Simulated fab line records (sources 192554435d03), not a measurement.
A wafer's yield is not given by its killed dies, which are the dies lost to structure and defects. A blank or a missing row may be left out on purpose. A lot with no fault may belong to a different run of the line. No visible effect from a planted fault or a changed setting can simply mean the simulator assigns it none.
Matching of chambers | flow n5_finfet | N5_BEOL_M4_ETCH_64 on rie_diel-01: 4 sister chambers
The step etches SOC in N2/H2, target depth 75 nm, overetch 22.5 nm, time 121.9 s. 30 wafers are shown with their chamber, then 12 later ones without.

== WAFERS WITH THEIR CHAMBER ==
wafer  | chamber | drypump_motor_current_A (A) | throttle_valve_pct (%) | oes_product_au (a.u.)
L074.1 | 0       | 5.7                         | 17.66                  | 0.56
L074.2 | 3       | 4.8                         | 17.51                  | 0.60
L074.5 | 3       | 4.8                         | 17.50                  | 0.60
L076.1 | 2       | 5.6                         | 17.63                  | 0.69
L076.2 | 3       | 4.8                         | 17.50                  | 0.60
L076.3 | 0       | 5.6                         | 17.64                  | 0.55
L079.2 | 0       | 5.7                         | 17.66                  | 0.55
L079.3 | 1       | 5.5                         | 17.23                  | 0.69
L079.4 | 2       | 5.6                         | 17.63                  | 0.68
L078.1 | 2       | 5.6                         | 17.65                  | 0.67
L078.3 | 1       | 5.6                         | 17.23                  | 0.69
L078.4 | 3       | 4.8                         | 17.53                  | 0.59
L080.2 | 1       | 5.5                         | 17.26                  | 0.69
L080.3 | 0       | 5.6                         | 17.67                  | 0.55
L080.4 | 2       | 5.6                         | 17.65                  | 0.67
L081.1 | 0       | 5.7                         | 17.69                  | 0.55
L081.3 | 1       | 5.5                         | 17.27                  | 0.69
L081.6 | 1       | 5.5                         | 17.27                  | 0.68
L082.1 | 3       | 4.8                         | 17.53                  | 0.59
L082.3 | 0       | 5.7                         | 17.68                  | 0.55
L082.4 | 1       | 5.5                         | 17.27                  | 0.69
L083.2 | 3       | 4.8                         | 17.53                  | 0.58
L083.3 | 1       | 5.5                         | 17.27                  | 0.67
L083.6 | 0       | 5.6                         | 17.69                  | 0.54
L085.1 | 0       | 5.7                         | 17.67                  | 0.55
L085.2 | 1       | 5.5                         | 17.29                  | 0.68
L085.6 | 2       | 5.6                         | 17.66                  | 0.66
L087.3 | 3       | 4.8                         | 17.57                  | 0.57
L087.4 | 1       | 5.6                         | 17.30                  | 0.67
L087.5 | 3       | 4.8                         | 17.55                  | 0.58

SIGNATURES (means of the wafers above)
reading                 | chamber 0 | chamber 1 | chamber 2 | chamber 3 | scatter within a chamber
drypump_motor_current_A | 5.662     | 5.522     | 5.600     | 4.800     | 0.0363
throttle_valve_pct      | 17.6700   | 17.2656   | 17.6440   | 17.5275   | 0.0208
oes_product_au          | 0.5500    | 0.6833    | 0.6740    | 0.5887    | 0.00921
Rule: a wafer's distance from a chamber is the root of the sum, over the readings, of the square of ((its reading less the chamber's mean) divided by the reading's scatter). If the next closest chamber is less than 2 further off than the closest, the wafer can't be placed; otherwise it belongs to the closest. The scatter: take each reading less its chamber's mean, square it, sum over the shown wafers, divide by the number of wafers less the number of chambers, and take the root.

== WAFERS WITHOUT THEIR CHAMBER ==
wafer  | drypump_motor_current_A (A) | throttle_valve_pct (%) | oes_product_au (a.u.)
L090.4 | 5.7                         | 17.71                  | 0.54
L090.5 | 5.6                         | 17.70                  | 0.64
L090.6 | 5.6                         | 17.30                  | 0.65
L089.2 | 4.8                         | 17.58                  | 0.57
L089.5 | 4.8                         | 17.57                  | 0.57
L089.6 | 5.7                         | 17.71                  | 0.54
L092.1 | 5.7                         | 17.73                  | 0.54
L092.2 | 5.6                         | 17.69                  | 0.63
L092.5 | 5.7                         | 17.72                  | 0.54
L093.1 | 5.6                         | 17.31                  | 0.65
L093.4 | 5.6                         | 17.70                  | 0.64
L093.5 | 5.6                         | 17.71                  | 0.63

== WHICH CHAMBER EACH ONE RAN IN ==
wafer  | from the rows above | in truth
L090.4 | 0                   | 0
L090.5 | 2                   | 2
L090.6 | 1                   | 1
L089.2 | 3                   | 3
L089.5 | 3                   | 3
L089.6 | 0                   | 0
L092.1 | 0                   | 0
L092.2 | 2                   | 2
L092.5 | 0                   | 0
L093.1 | 1                   | 1
L093.4 | 2                   | 2
L093.5 | 2                   | 2
Placed correctly: 12 of 12. Not placeable from these rows: 0. 0 placed wrongly.
